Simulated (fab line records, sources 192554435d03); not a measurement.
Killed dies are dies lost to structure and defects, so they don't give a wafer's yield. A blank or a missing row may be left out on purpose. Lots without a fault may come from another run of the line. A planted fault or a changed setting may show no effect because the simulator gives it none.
fab line records | flow n5_finfet
record lots=22 wafers=66 last_day=17
route steps=1938 shown BEOL_M8@1333
lots that met no fault: from a run of the same line without faults
start_h: hours from the record's first day to the start of the lot's first wafer shown | wait_h: hours since the lot's step before | " the same as in the row above | L1.1+2: a row that stands for several wafers | - no value, or no start given | * or withheld: withheld | < > ~ a bound
route shown NAME@n: a module of which the file shows steps, and the number in the route of the first | usual: mean/standard deviation of fault-free wafers | same: alike in all rows | chamber/n: place in a boat | sites: the reading at each site | _std_site: their standard deviation | _edge_site: outer sites' mean less inner sites' | radius_mm: how far each site lies from the wafer's centre | mask NAME#n: copy n | behind: the tool/chamber that last shaped the wafer | hold: why the lot was held/for how many hours/how that ended | device: the transistor (n, p or np) that didn't switch | end of line: the same wafers' tests at the end of the route | a step without rows: its recipe alone | killed: dies lost to structure and defects at the first sort, not the wafer's yield | map: a wafer's dies, x killed, . not, _ none there
set.NAME: the setting as run; set.NAME@STEP: as run at that earlier step | model.NAME: the simulator's own value behind a step, which no gauge read
steps of the route over a sample of lots; a table a step, a row a wafer
services: from which hour (start_h, from the record's first day; less than 0 if before it) a tool's chamber was out of use, for how many hours, and why
## steps
# step N5_BEOL_M8_CURE_74
# recipe temp_c=385 time_s=240 ambient=He/Ar material=SiCOH_lowk
# usual lamp_power_pct=52.32/0.057 wafer_temp_C_max=386.7/0.56
# same time_s=240
# columns lot.wafer tool chamber start_h wait_h lamp_power_pct wafer_temp_C_max
L074.1 uv_cure-01 2 196.81 0.0 52.22 386.4
L074.4 " 2 " " 52.38 386.1
L074.6 " 2 " " 52.32 385.9
L075.1 uv_cure-02 2 197.52 0.0 52.35 386.8
L075.4 " 2 " " 52.36 387.1
L075.6 " 2 " " 52.30 386.5
L076.2 uv_cure-03 2 209.27 0.1 52.36 387.0
L076.3 " 2 " " 52.26 387.9
L076.4 " 2 " " 52.28 387.2
L077.2 uv_cure-03 2 213.59 0.4 52.31 388.4
L077.3 " 2 " " 52.36 386.6
L077.5 " 2 " " 52.41 386.5
L079.3 uv_cure-03 1 221.38 0.2 52.39 386.3
L079.4 " 1 " " 52.24 386.7
L079.5 " 1 " " 52.36 386.1
L078.1 uv_cure-01 2 223.33 0.0 52.29 386.1
L078.2 " 2 " " 52.35 385.8
L078.3 " 2 " " 52.30 386.6
L080.2 uv_cure-03 2 229.64 0.5 52.24 386.9
L080.3 " 2 " " 52.40 386.6
L080.6 " 2 " " 52.21 386.7
L082.1 uv_cure-02 2 230.37 0.1 52.20 387.3
L082.4 " 2 " " 52.35 387.3
L082.5 " 2 " " 52.27 386.3
L081.2 uv_cure-01 2 232.60 0.3 52.22 386.6
L081.3 " 2 " " 52.35 387.1
L081.4 " 2 " " 52.26 386.9
L083.1 uv_cure-03 1 234.32 0.0 52.34 386.0
L083.5 " 1 " " 52.37 386.6
L083.6 " 1 " " 52.29 386.6
L084.1 uv_cure-01 2 253.90 0.0 52.35 385.9
L084.2 " 2 " " 52.37 386.0
L084.4 " 2 " " 52.27 386.0
L085.3 uv_cure-01 1 269.33 0.2 52.29 387.6
L085.4 " 1 " " 52.39 387.3
L085.5 " 1 " " 52.37 387.2
L086.1 uv_cure-01 1 269.76 0.0 52.36 387.1
L086.2 " 1 " " 52.28 387.4
L086.4 " 1 " " 52.30 387.0
L088.3 uv_cure-03 0 272.02 0.2 52.23 386.5
L088.4 " 0 " " 52.42 386.2
L088.5 " 0 " " 52.36 386.5
L089.1 uv_cure-02 2 278.24 0.0 52.38 388.5
L089.2 " 2 " " 52.23 387.4
L089.6 " 2 " " 52.32 386.9
L090.1 uv_cure-03 1 293.22 0.3 52.39 385.9
L090.4 " 1 " " 52.28 386.6
L090.5 " 1 " " 52.27 386.4
L092.1 uv_cure-02 1 294.50 0.0 52.19 386.6
L092.2 " 1 " " 52.27 386.4
L092.5 " 1 " " 52.35 386.5
L093.3 uv_cure-03 0 310.13 0.2 52.36 385.9
L093.4 " 0 " " 52.35 387.1
L093.6 " 0 " " 52.42 386.4
L094.1 uv_cure-01 2 320.27 0.0 52.36 386.5
L094.4 " 2 " " 52.38 385.9
L094.5 " 2 " " 52.35 386.4
L095.1 uv_cure-03 0 324.34 0.3 52.42 387.0
L095.4 " 0 " " 52.37 387.0
L095.6 " 0 " " 52.28 386.7
L096.3 uv_cure-02 2 325.33 0.2 52.34 386.9
L096.5 " 2 " " 52.44 387.6
L096.6 " 2 " " 52.39 386.4
L097.1 uv_cure-01 0 327.92 0.0 52.36 387.2
L097.2 " 0 " " 52.27 387.3
L097.5 " 0 " " 52.34 387.6
# step N5_BEOL_M8_CD_MEAS_11
# recipe target_cd_nm=38.5 landing_energy_ev=500 detector=se_inlens polarity=opening
# usual cd_nm=38.5/0.57
# columns lot.wafer tool chamber start_h wait_h cd_nm
L074.1 cd_sem-01 0 199.17 - 37.3
L074.4 " 0 " " 38.3
L074.6 " 0 " " 38.0
L075.1 cd_sem-01 0 199.54 - 37.4
L075.4 " 0 " " 39.3
L075.6 " 0 " " 37.8
L076.2 cd_sem-02 0 211.31 - 38.6
L076.3 " 0 " " 38.9
L076.4 " 0 " " 37.9
L077.2 cd_sem-01 0 215.11 - 37.7
L077.3 " 0 " " 37.7
L077.5 " 0 " " 37.1
L079.3 cd_sem-03 0 223.20 - 38.1
L079.4 " 0 " " 38.0
L079.5 " 0 " " 38.3
L078.1 cd_sem-02 0 225.33 - 37.9
L078.2 " 0 " " 38.3
L078.3 " 0 " " 37.2
L080.2 cd_sem-01 0 231.44 - 38.8
L080.3 " 0 " " 39.2
L080.6 " 0 " " 38.3
L082.1 cd_sem-02 0 232.16 - 38.5
L082.4 " 0 " " 38.8
L082.5 " 0 " " 38.2
L081.2 cd_sem-01 0 234.37 - 39.3
L081.3 " 0 " " 39.7
L081.4 " 0 " " 39.5
L083.1 cd_sem-02 0 237.37 - 38.9
L083.5 " 0 " " 38.3
L083.6 " 0 " " 39.1
L084.1 cd_sem-02 0 255.79 - 38.7
L084.2 " 0 " " 38.4
L084.4 " 0 " " 39.0
L085.3 cd_sem-03 0 270.46 - 38.8
L085.4 " 0 " " 38.9
L085.5 " 0 " " 38.4
L086.1 cd_sem-03 0 270.74 - 38.1
L086.2 " 0 " " 38.3
L086.4 " 0 " " 38.7
L088.3 cd_sem-02 0 275.61 - 39.1
L088.4 " 0 " " 38.7
L088.5 " 0 " " 38.9
L089.1 cd_sem-03 0 281.41 - 38.7
L089.2 " 0 " " 38.4
L089.6 " 0 " " 37.6
L090.1 cd_sem-01 0 294.90 - 39.0
L090.4 " 0 " " 37.9
L090.5 " 0 " " 38.1
L092.1 cd_sem-01 0 297.88 - 37.7
L092.2 " 0 " " 38.9
L092.5 " 0 " " 38.9
L093.3 cd_sem-03 0 311.99 - 39.1
L093.4 " 0 " " 38.5
L093.6 " 0 " " 38.9
L094.1 cd_sem-01 0 321.90 - 39.1
L094.4 " 0 " " 38.5
L094.5 " 0 " " 39.4
L095.1 cd_sem-01 0 327.31 - 39.0
L095.4 " 0 " " 38.9
L095.6 " 0 " " 38.4
L096.3 cd_sem-01 0 327.52 - 38.0
L096.5 " 0 " " 38.1
L096.6 " 0 " " 38.4
L097.1 cd_sem-01 0 329.92 - 39.3
L097.2 " 0 " " 39.6
L097.5 " 0 " " 39.1
# step N5_BEOL_M8_INSPECT_13
# recipe mode=adi inspect_instrument=brightfield
# usual raw_defect_count=446/98
# columns lot.wafer tool chamber start_h wait_h raw_defect_count
L074.1 defect_inspect-01 - 199.22 0.0 578
L074.4 " - " " 642
L074.6 " - " " 455
L075.1 defect_inspect-01 - 199.60 0.0 511
L075.4 " - " " 578
L075.6 " - " " 432
L076.2 defect_inspect-02 - 211.36 0.0 408
L076.3 " - " " 332
L076.4 " - " " 277
L077.2 defect_inspect-01 - 215.16 0.0 443
L077.3 " - " " 428
L077.5 " - " " 423
L079.3 defect_inspect-02 - 223.25 0.0 289
L079.4 " - " " 397
L079.5 " - " " 356
L078.1 defect_inspect-01 - 225.38 0.0 347
L078.2 " - " " 461
L078.3 " - " " 271
L080.2 defect_inspect-01 - 231.49 0.0 577
L080.3 " - " " 371
L080.6 " - " " 455
L082.1 defect_inspect-01 - 232.22 0.0 409
L082.4 " - " " 428
L082.5 " - " " 328
L081.2 defect_inspect-02 - 234.42 0.0 494
L081.3 " - " " 364
L081.4 " - " " 594
L083.1 defect_inspect-02 - 237.42 0.0 438
L083.5 " - " " 512
L083.6 " - " " 388
L084.1 defect_inspect-02 - 255.85 0.0 427
L084.2 " - " " 331
L084.4 " - " " 409
L085.3 defect_inspect-01 - 270.51 0.0 396
L085.4 " - " " 390
L085.5 " - " " 545
L086.1 defect_inspect-01 - 270.79 0.0 660
L086.2 " - " " 400
L086.4 " - " " 498
L088.3 defect_inspect-02 - 275.70 0.0 480
L088.4 " - " " 435
L088.5 " - " " 432
L089.1 defect_inspect-01 - 281.46 0.0 420
L089.2 " - " " 451
L089.6 " - " " 402
L090.1 defect_inspect-02 - 294.96 0.0 489
L090.4 " - " " 390
L090.5 " - " " 518
L092.1 defect_inspect-01 - 297.94 0.0 391
L092.2 " - " " 415
L092.5 " - " " 449
L093.3 defect_inspect-01 - 312.05 0.0 437
L093.4 " - " " 582
L093.6 " - " " 522
L094.1 defect_inspect-01 - 321.96 0.0 534
L094.4 " - " " 393
L094.5 " - " " 644
L095.1 defect_inspect-01 - 327.36 0.0 501
L095.4 " - " " 530
L095.6 " - " " 329
L096.3 defect_inspect-02 - 327.58 0.0 431
L096.5 " - " " 551
L096.6 " - " " 651
L097.1 defect_inspect-01 - 329.98 0.0 475
L097.2 " - " " 446
L097.5 " - " " 448
# step N5_BEOL_M8_DESCUM_33
# recipe chemistry=O2 time_s=7 source_power_w=50 bias_power_w=20 pressure_mtorr=20 rf_frequency_hz=2.712e+07 temp_c=40 resist=CAR-EUV o2_flow_sccm=225
# usual drypump_motor_current_A=5.5/0.5 oes_product_au=0.78/0.08 rf_vpp_V=243.1/1.5 showerhead_plenum_p_Torr=2.09/0.088 temp_c=40.02/0.11 throttle_valve_pct=20.48/0.22
# same time_s=7
# columns lot.wafer tool chamber start_h wait_h drypump_motor_current_A oes_product_au rf_hours_counter_h rf_vpp_V showerhead_plenum_p_Torr temp_c throttle_valve_pct
L074.1 rie_diel-04 2 202.40 0.0 6.3 0.85 64 241.3 2.05 39.97 20.70
L074.4 " 1 " " 5.8 0.74 185 241.3 1.99 40.11 20.25
L074.6 " 1 " " 5.9 0.74 - 242.8 1.99 40.11 20.24
L075.1 rie_diel-05 0 203.62 0.0 5.9 0.76 131 244.8 2.19 40.18 20.69
L075.4 " 1 " " 5.1 0.87 49 243.0 2.02 40.12 20.17
L075.6 " 3 " " 6.4 0.68 - 240.8 1.97 40.09 20.48
L076.2 rie_diel-05 0 213.14 0.4 5.9 0.76 134 245.7 2.19 39.99 20.69
L076.3 " 1 " " 5.1 0.86 51 242.2 2.02 39.99 20.16
L076.4 " 2 " " 5.4 0.87 62 243.7 2.21 40.00 20.22
L077.2 rie_diel-06 1 216.31 0.0 5.6 0.72 199 243.1 2.08 40.10 20.81
L077.3 " 2 " " 5.3 0.73 197 242.6 2.08 40.09 20.59
L077.5 " 2 " " 5.3 0.73 - 243.0 2.08 40.04 20.60
L079.3 rie_diel-04 3 224.45 0.1 5.1 0.76 142 243.6 2.09 40.03 20.57
L079.4 " 2 " " 6.3 0.84 - 241.0 2.04 39.97 20.72
L079.5 " 1 " " 5.8 0.74 - 241.2 1.98 39.99 20.27
L078.1 rie_diel-04 1 228.12 0.0 5.9 0.75 196 242.6 1.98 39.91 20.26
L078.2 " 3 " " 5.1 0.75 144 243.5 2.09 39.95 20.56
L078.3 " 2 " " 6.3 0.83 74 240.8 2.04 39.76 20.72
L080.2 rie_diel-04 1 232.62 0.0 5.8 0.74 197 242.9 1.98 40.12 20.25
L080.3 " 3 " " 5.1 0.75 145 243.5 2.09 40.16 20.59
L080.6 " 1 " " 5.8 0.73 - 241.6 1.98 40.07 20.26
L082.1 rie_diel-05 1 233.29 0.0 5.1 0.86 60 243.5 2.02 39.93 20.18
L082.4 " 1 " " 5.1 0.86 - 243.4 2.02 40.03 20.18
L082.5 " 0 " " 5.9 0.76 - 244.1 2.18 39.87 20.70
L081.2 rie_diel-04 1 236.09 0.0 5.8 0.73 198 241.0 1.98 40.16 20.27
L081.3 " 0 " " 5.8 0.67 231 245.3 2.14 40.16 20.38
L081.4 " 3 " " 5.1 0.74 146 243.0 2.08 40.04 20.57
L083.1 rie_diel-06 3 238.65 0.1 4.8 0.92 22 245.2 2.23 40.02 20.43
L083.5 " 1 " " 5.6 0.71 - 244.6 2.07 40.11 20.83
L083.6 " 2 " " 5.3 0.73 - 243.0 2.07 40.04 20.61
L084.1 rie_diel-05 1 257.85 0.0 5.1 0.84 70 241.4 2.02 39.84 20.21
L084.2 " 2 " " 5.4 0.84 81 245.5 2.21 40.06 20.25
L084.4 " 3 " " 6.4 0.98 4 244.8 2.23 40.16 20.12
L085.3 rie_diel-06 1 274.50 0.1 5.6 0.70 222 243.0 2.07 40.00 20.84
L085.4 " 0 " " 4.8 0.72 191 241.8 1.99 39.87 20.40
L085.5 " 0 " " 4.8 0.73 - 242.4 1.99 39.99 20.41
L086.1 rie_diel-05 0 274.73 0.2 5.9 0.74 157 243.6 2.18 40.06 20.73
L086.2 " 3 " " 6.4 0.95 9 245.3 2.23 39.88 20.13
L086.4 " 1 " " 5.1 0.84 76 243.3 2.01 40.04 20.20
L088.3 rie_diel-04 2 276.79 0.1 6.3 0.81 90 241.5 2.04 40.14 20.74
L088.4 " 0 " " 5.8 0.66 247 245.3 2.13 40.14 20.40
L088.5 " 1 " " 5.9 0.72 - 241.7 1.98 39.86 20.28
L089.1 rie_diel-06 1 283.08 0.2 5.6 0.70 225 241.4 2.07 39.84 20.86
L089.2 " 0 " " 4.8 0.72 195 242.0 1.99 40.09 20.40
L089.6 " 0 " " 4.8 0.72 - 241.5 1.99 39.96 20.40
L090.1 rie_diel-06 0 297.19 0.1 4.8 0.72 200 241.1 1.98 40.04 20.43
L090.4 " 2 " " 5.3 0.70 227 242.5 2.06 40.20 20.65
L090.5 " 1 " " 5.6 0.70 - 243.3 2.07 40.10 20.85
L092.1 rie_diel-05 1 299.23 0.3 5.1 0.82 85 242.3 2.01 39.93 20.22
L092.2 " 2 " " 5.4 0.82 95 244.3 2.20 39.85 20.25
L092.5 " 1 " " 5.1 0.82 - 242.3 2.01 39.94 20.21
L093.3 rie_diel-06 1 313.73 0.0 5.6 0.69 235 242.0 2.06 40.00 20.87
L093.4 " 3 " " 4.8 0.87 50 245.4 2.22 40.22 20.47
L093.6 " 3 " " 4.9 0.88 - 245.1 2.22 39.97 20.47
L094.1 rie_diel-06 3 322.89 0.0 4.9 0.88 53 245.5 2.22 40.03 20.47
L094.4 " 0 " " 4.8 0.71 209 241.5 1.98 39.92 20.42
L094.5 " 2 " " 5.3 0.70 - 242.3 2.06 40.02 20.66
L096.3 rie_diel-05 2 328.94 0.3 5.3 0.80 105 244.0 2.20 40.05 20.28
L096.5 " 1 " " 5.1 0.82 - 240.9 2.01 40.12 20.24
L096.6 " 0 " " 5.9 0.73 - 244.8 2.17 40.02 20.75
L095.1 rie_diel-06 1 329.29 0.6 5.6 0.69 241 242.8 2.06 39.95 20.87
L095.4 " 3 " " 4.9 0.88 56 244.5 2.22 40.04 20.48
L095.6 " 2 " " 5.3 0.70 - 243.5 2.06 39.98 20.66
L097.1 rie_diel-04 0 331.47 0.0 5.7 0.95 8 242.9 2.13 40.22 20.08
L097.2 " 1 " " 5.8 0.71 234 240.5 1.97 40.03 20.31
L097.5 " 1 " " 5.9 0.70 - 241.0 1.97 39.94 20.32
# step N5_BEOL_M8_ETCH_72
# recipe chemistry=N2/H2 target=underlayer target_depth_a=65 mask_material=CAR-EUV time_s=5.2 ion_energy_ev=200 pressure_mtorr=30 source_w=840 bias_w=150 n2_flow_sccm=200 h2_flow_sccm=200 ends=cleared
# usual drypump_motor_current_A=5.5/0.5 etch_rf_on_time_s=5.20/0.14 h2_flow_sccm=200.0/0.59 oes_product_au=0.66/0.068 rf_vpp_V=524/3.1 showerhead_plenum_p_Torr=2.54/0.11 throttle_valve_pct=17.96/0.21
# columns lot.wafer tool chamber start_h wait_h drypump_motor_current_A etch_rf_on_time_s h2_flow_sccm oes_product_au rf_hours_counter_h rf_vpp_V showerhead_plenum_p_Torr throttle_valve_pct
L074.1 rie_diel-04 2 202.43 0.0 6.3 5.14 200.4 0.72 64 524 2.48 17.98
L074.4 " 1 " " 5.9 5.33 200.2 0.62 185 521 2.44 17.83
L074.6 " 1 " " 5.9 5.34 200.2 0.62 - 522 2.44 17.86
L075.1 rie_diel-05 0 203.65 0.0 5.8 5.06 200.1 0.64 131 527 2.65 18.05
L075.4 " 1 " " 5.1 5.30 199.3 0.73 49 522 2.48 17.71
L075.6 " 3 " " 6.4 5.55 199.9 0.56 - 520 2.39 17.93
L076.2 rie_diel-05 0 213.17 0.0 5.9 5.04 201.1 0.64 134 528 2.65 18.11
L076.3 " 1 " " 5.1 5.25 199.7 0.73 51 522 2.47 17.69
L076.4 " 2 " " 5.4 5.39 200.0 0.72 62 526 2.70 17.75
L077.2 rie_diel-06 1 216.35 0.0 5.6 5.09 198.5 0.63 199 526 2.52 18.29
L077.3 " 2 " " 5.3 5.12 198.5 0.61 197 525 2.53 18.15
L077.5 " 2 " " 5.3 5.16 199.3 0.62 - 523 2.53 18.13
L079.3 rie_diel-04 3 224.48 0.0 5.1 5.13 200.0 0.65 142 525 2.54 17.96
L079.4 " 2 " " 6.3 5.05 200.9 0.72 - 521 2.47 18.00
L079.5 " 1 " " 5.8 5.27 200.7 0.63 - 520 2.43 17.84
L078.1 rie_diel-04 1 228.16 0.0 5.9 5.27 200.1 0.63 196 521 2.43 17.84
L078.2 " 3 " " 5.1 5.10 201.2 0.65 144 523 2.54 17.95
L078.3 " 2 " " 6.3 5.15 199.7 0.71 74 523 2.47 18.00
L080.2 rie_diel-04 1 232.66 0.0 5.9 5.25 199.0 0.61 197 522 2.43 17.85
L080.3 " 3 " " 5.1 5.11 199.3 0.65 145 524 2.53 17.94
L080.6 " 1 " " 5.8 5.22 199.8 0.62 - 519 2.43 17.87
L082.1 rie_diel-05 1 233.32 0.0 5.1 5.27 200.0 0.72 60 521 2.47 17.75
L082.4 " 1 " " 5.1 5.24 200.1 0.73 - 522 2.47 17.75
L082.5 " 0 " " 5.8 5.00 199.7 0.65 - 525 2.64 18.09
L081.2 rie_diel-04 1 236.12 0.0 5.8 5.20 200.0 0.62 198 518 2.43 17.86
L081.3 " 0 " " 5.8 5.37 200.5 0.58 231 522 2.62 18.06
L081.4 " 3 " " 5.1 5.10 199.8 0.66 146 525 2.53 17.95
L083.1 rie_diel-06 3 238.68 0.0 4.9 5.06 199.8 0.80 22 527 2.71 17.91
L083.5 " 1 " " 5.6 5.09 201.2 0.62 - 523 2.52 18.31
L083.6 " 2 " " 5.3 5.14 199.1 0.62 - 522 2.52 18.16
L084.1 rie_diel-05 1 257.88 0.0 5.1 5.21 200.5 0.71 70 522 2.47 17.74
L084.2 " 2 " " 5.4 5.40 199.7 0.70 81 528 2.70 17.79
L084.4 " 3 " " 6.4 5.32 199.2 0.82 4 528 2.70 17.56
L085.3 rie_diel-06 1 274.53 0.0 5.6 5.07 200.4 0.60 222 525 2.51 18.35
L085.4 " 0 " " 4.8 5.23 200.7 0.62 191 523 2.41 17.76
L085.5 " 0 " " 4.8 5.24 200.4 0.63 - 522 2.41 17.76
L086.1 rie_diel-05 0 274.76 0.0 5.9 4.94 199.4 0.64 157 528 2.64 18.12
L086.2 " 3 " " 6.4 5.22 200.4 0.79 9 530 2.70 17.56
L086.4 " 1 " " 5.1 5.15 200.3 0.72 76 522 2.46 17.73
L088.3 rie_diel-04 2 276.82 0.0 6.3 5.10 200.6 0.70 90 522 2.47 18.04
L088.4 " 0 " " 5.7 5.48 199.6 0.55 247 525 2.61 18.09
L088.5 " 1 " " 5.9 5.26 199.6 0.61 - 521 2.43 17.89
L089.1 rie_diel-06 1 283.12 0.0 5.6 5.12 200.5 0.61 225 525 2.51 18.36
L089.2 " 0 " " 4.8 5.28 199.7 0.61 195 518 2.41 17.75
L089.6 " 0 " " 4.8 5.30 199.6 0.61 - 521 2.41 17.76
L090.1 rie_diel-06 0 297.22 0.0 4.8 5.22 199.7 0.62 200 521 2.41 17.77
L090.4 " 2 " " 5.3 5.17 200.0 0.60 227 522 2.51 18.19
L090.5 " 1 " " 5.6 5.16 199.9 0.60 - 526 2.51 18.36
L092.1 rie_diel-05 1 299.26 0.0 5.1 5.29 201.5 0.70 85 523 2.46 17.78
L092.2 " 2 " " 5.4 5.51 199.8 0.68 95 528 2.69 17.80
L092.5 " 1 " " 5.1 5.26 201.4 0.70 - 523 2.46 17.77
L093.3 rie_diel-06 1 313.77 0.0 5.6 5.16 200.6 0.60 235 524 2.51 18.36
L093.4 " 3 " " 4.8 5.01 200.2 0.76 50 525 2.70 17.97
L093.6 " 3 " " 4.8 5.06 200.0 0.74 - 528 2.70 17.95
L094.1 rie_diel-06 3 322.93 0.0 4.9 4.94 200.0 0.76 53 528 2.70 17.97
L094.4 " 0 " " 4.8 5.21 199.8 0.61 209 520 2.40 17.78
L094.5 " 2 " " 5.3 5.07 200.4 0.61 - 524 2.51 18.23
L096.3 rie_diel-05 2 328.97 0.0 5.4 5.55 199.4 0.67 105 528 2.69 17.84
L096.5 " 1 " " 5.1 5.22 199.9 0.69 - 521 2.46 17.77
L096.6 " 0 " " 5.9 5.11 200.3 0.61 - 528 2.63 18.13
L095.1 rie_diel-06 1 329.32 0.0 5.6 5.15 199.6 0.59 241 525 2.51 18.36
L095.4 " 3 " " 4.9 5.05 200.1 0.74 56 528 2.70 17.99
L095.6 " 2 " " 5.3 5.14 200.4 0.60 - 521 2.51 18.21
L097.1 rie_diel-04 0 331.50 0.0 5.8 5.17 200.1 0.81 8 524 2.61 17.72
L097.2 " 1 " " 5.9 5.27 199.4 0.59 234 520 2.42 17.94
L097.5 " 1 " " 5.9 5.24 199.1 0.59 - 521 2.42 17.94
# step N5_BEOL_M8_STRIP_36
# recipe chemistry=N2/H2 power_w=450 temp_c=40 pressure_mtorr=20 rf_frequency_hz=6e+07 overash_fraction=0.3 bias_power_w=7 h2_frac=0.5 n2_flow_sccm=200 h2_flow_sccm=200
# usual drypump_motor_current_A=5.5/0.5 h2_flow_sccm=200.0/0.59 oes_product_au=0.77/0.081 rf_vpp_V=59.0/1.5 showerhead_plenum_p_Torr=2.54/0.11 temp_c=40.00/0.1 throttle_valve_pct=23.77/0.27
# same overash_fraction=0.3
# columns lot.wafer tool chamber start_h wait_h drypump_motor_current_A h2_flow_sccm oes_product_au rf_hours_counter_h rf_vpp_V showerhead_plenum_p_Torr temp_c throttle_valve_pct
L074.1 rie_diel-04 2 202.63 0.0 6.3 199.5 0.84 64 59.8 2.47 40.14 23.76
L074.4 " 1 " " 5.8 200.2 0.74 185 58.2 2.43 39.87 23.60
L074.6 " 1 " " 5.8 200.5 0.74 - 60.2 2.43 39.92 23.62
L075.1 rie_diel-05 0 203.85 0.0 5.9 201.1 0.77 131 59.8 2.64 40.11 23.78
L075.4 " 1 " " 5.1 200.9 0.89 49 59.2 2.47 39.92 23.52
L075.6 " 3 " " 6.4 199.5 0.68 - 58.8 2.38 40.12 23.67
L076.2 rie_diel-05 1 213.37 0.0 5.1 199.6 0.88 51 61.9 2.47 40.02 23.52
L076.3 " 2 " " 5.4 201.3 0.87 62 59.9 2.70 39.96 23.60
L076.4 " 3 " " 6.4 200.2 0.67 - 60.6 2.38 40.01 23.67
L077.2 rie_diel-06 1 216.55 0.0 5.6 199.7 0.72 200 59.7 2.52 39.84 24.20
L077.3 " 2 " " 5.3 200.2 0.73 197 57.6 2.52 40.01 23.90
L077.5 " 2 " " 5.3 200.6 0.73 - 58.0 2.52 39.93 23.91
L079.3 rie_diel-04 3 224.68 0.0 5.0 199.9 0.73 142 58.0 2.53 40.07 23.71
L079.4 " 2 " " 6.3 199.6 0.83 - 58.9 2.47 40.02 23.75
L079.5 " 1 " " 5.9 198.8 0.75 - 59.0 2.43 39.95 23.61
L078.1 rie_diel-04 1 228.36 0.0 5.8 199.3 0.74 196 58.1 2.43 40.03 23.64
L078.2 " 3 " " 5.1 200.2 0.75 144 58.9 2.53 39.99 23.70
L078.3 " 2 " " 6.3 201.1 0.84 74 58.6 2.47 40.00 23.77
L080.2 rie_diel-04 1 232.86 0.0 5.8 199.8 0.74 197 56.3 2.43 39.80 23.65
L080.3 " 3 " " 5.1 199.8 0.75 145 59.6 2.53 40.12 23.70
L080.6 " 1 " " 5.8 200.2 0.75 - 55.7 2.43 39.86 23.66
L082.1 rie_diel-05 1 233.52 0.0 5.1 200.4 0.85 60 57.9 2.47 40.03 23.55
L082.4 " 1 " " 5.1 200.5 0.85 - 61.4 2.47 40.07 23.49
L082.5 " 0 " " 5.9 198.9 0.76 - 57.5 2.64 39.89 23.83
L081.2 rie_diel-04 1 236.32 0.0 5.8 200.3 0.73 199 57.6 2.43 40.07 23.67
L081.3 " 0 " " 5.7 200.1 0.68 231 59.3 2.61 39.98 24.02
L081.4 " 3 " " 5.1 200.6 0.75 146 59.6 2.53 40.05 23.74
L083.1 rie_diel-06 3 238.88 0.0 4.9 200.5 0.94 22 63.2 2.71 39.94 23.95
L083.5 " 1 " " 5.6 201.0 0.72 - 59.4 2.52 40.01 24.24
L083.6 " 2 " " 5.3 200.1 0.72 - 61.7 2.52 39.86 23.93
L084.1 rie_diel-05 1 258.08 0.0 5.1 201.1 0.85 71 58.1 2.46 40.20 23.54
L084.2 " 2 " " 5.3 199.7 0.84 81 60.7 2.69 39.97 23.60
L084.4 " 3 " " 6.4 199.2 0.98 4 56.5 2.70 39.95 23.41
L085.3 rie_diel-06 1 274.73 0.0 5.6 198.9 0.71 222 57.5 2.51 39.95 24.24
L085.4 " 0 " " 4.8 199.5 0.73 191 60.2 2.41 39.93 23.29
L085.5 " 0 " " 4.8 200.2 0.74 - 57.4 2.40 39.92 23.28
L086.1 rie_diel-05 0 274.96 0.0 5.9 200.5 0.74 157 60.2 2.63 40.18 23.84
L086.2 " 3 " " 6.4 199.6 0.94 9 57.5 2.70 39.81 23.44
L086.4 " 1 " " 5.1 199.6 0.82 76 60.2 2.46 40.05 23.57
L088.3 rie_diel-04 2 277.02 0.0 6.3 200.9 0.83 90 61.2 2.46 40.08 23.79
L088.4 " 0 " " 5.8 199.5 0.65 247 57.9 2.61 39.95 24.04
L088.5 " 1 " " 5.9 200.3 0.74 - 60.2 2.42 39.75 23.65
L089.1 rie_diel-06 1 283.32 0.0 5.6 198.6 0.70 225 58.2 2.51 40.08 24.25
L089.2 " 0 " " 4.8 200.6 0.74 195 59.1 2.40 39.73 23.29
L089.6 " 0 " " 4.8 200.3 0.74 - 60.4 2.40 39.80 23.30
L090.1 rie_diel-06 0 297.42 0.0 4.8 201.3 0.73 200 60.7 2.40 39.94 23.31
L090.4 " 2 " " 5.3 200.5 0.70 227 62.1 2.51 39.88 23.96
L090.5 " 1 " " 5.6 199.4 0.70 - 62.4 2.51 40.02 24.26
L092.1 rie_diel-05 1 299.46 0.0 5.1 199.5 0.81 85 58.9 2.46 40.13 23.57
L092.2 " 2 " " 5.3 199.6 0.82 96 58.7 2.69 40.06 23.67
L092.5 " 1 " " 5.1 199.6 0.82 - 61.9 2.46 40.02 23.55
L093.3 rie_diel-06 1 313.96 0.0 5.6 200.1 0.69 236 59.4 2.50 40.00 24.25
L093.4 " 3 " " 4.9 200.5 0.89 50 61.0 2.69 39.93 24.01
L093.6 " 3 " " 4.9 200.9 0.87 - 57.1 2.69 40.01 24.05
L094.1 rie_diel-06 3 323.13 0.0 4.9 199.7 0.86 53 59.6 2.69 40.06 24.02
L094.4 " 0 " " 4.8 199.9 0.71 209 56.6 2.40 39.92 23.32
L094.5 " 2 " " 5.3 200.3 0.70 - 56.9 2.51 39.95 23.96
L096.3 rie_diel-05 2 329.17 0.0 5.4 199.2 0.79 105 55.2 2.68 40.22 23.66
L096.5 " 1 " " 5.1 199.4 0.81 - 61.2 2.45 39.99 23.56
L096.6 " 0 " " 5.9 200.1 0.71 - 60.2 2.62 39.92 23.85
L095.1 rie_diel-06 1 329.52 0.0 5.6 200.4 0.69 241 59.8 2.50 39.99 24.26
L095.4 " 3 " " 4.9 200.6 0.85 56 60.1 2.69 39.97 24.03
L095.6 " 2 " " 5.3 200.0 0.69 - 59.6 2.50 39.98 23.96
L097.1 rie_diel-04 0 331.70 0.0 5.8 199.8 0.94 8 60.9 2.60 39.95 23.78
L097.2 " 1 " " 5.8 200.1 0.71 235 58.3 2.41 39.94 23.67
L097.5 " 1 " " 5.9 200.0 0.69 - 57.3 2.41 39.90 23.68
## services
# columns tool chamber start_h hours kind
uv_cure-02 - 179.33 1.0 pm
uv_cure-03 - 185.80 6.9 repair
rie_diel-04 - 212.56 0.5 repair
rie_diel-05 0 213.29 4.7 repair
rie_diel-06 - 216.71 2.8 pm
uv_cure-01 - 217.77 2.1 pm
uv_cure-02 - 221.96 3.4 pm
rie_diel-04 0 224.29 7.6 repair
rie_diel-05 3 226.40 - clean
rie_diel-05 3 226.40 - consumable_replace:focus_ring
rie_diel-05 3 226.40 - consumable_replace:showerhead
rie_diel-05 3 226.40 20.0 scheduled_down
rie_diel-04 - 228.63 2.8 pm
uv_cure-02 - 235.10 28.1 pm
uv_cure-01 - 249.88 0.8 repair
rie_diel-06 3 258.82 2.4 repair
uv_cure-01 - 277.81 1.0 repair
uv_cure-01 - 291.28 2.8 pm
uv_cure-03 - 296.03 1.0 repair
uv_cure-02 - 299.19 2.8 pm
rie_diel-04 3 323.85 12.5 repair
rie_diel-04 2 328.65 1.8 repair
rie_diel-06 1 330.77 13.6 repair
uv_cure-03 - 331.00 0.5 repair
## key
fault none
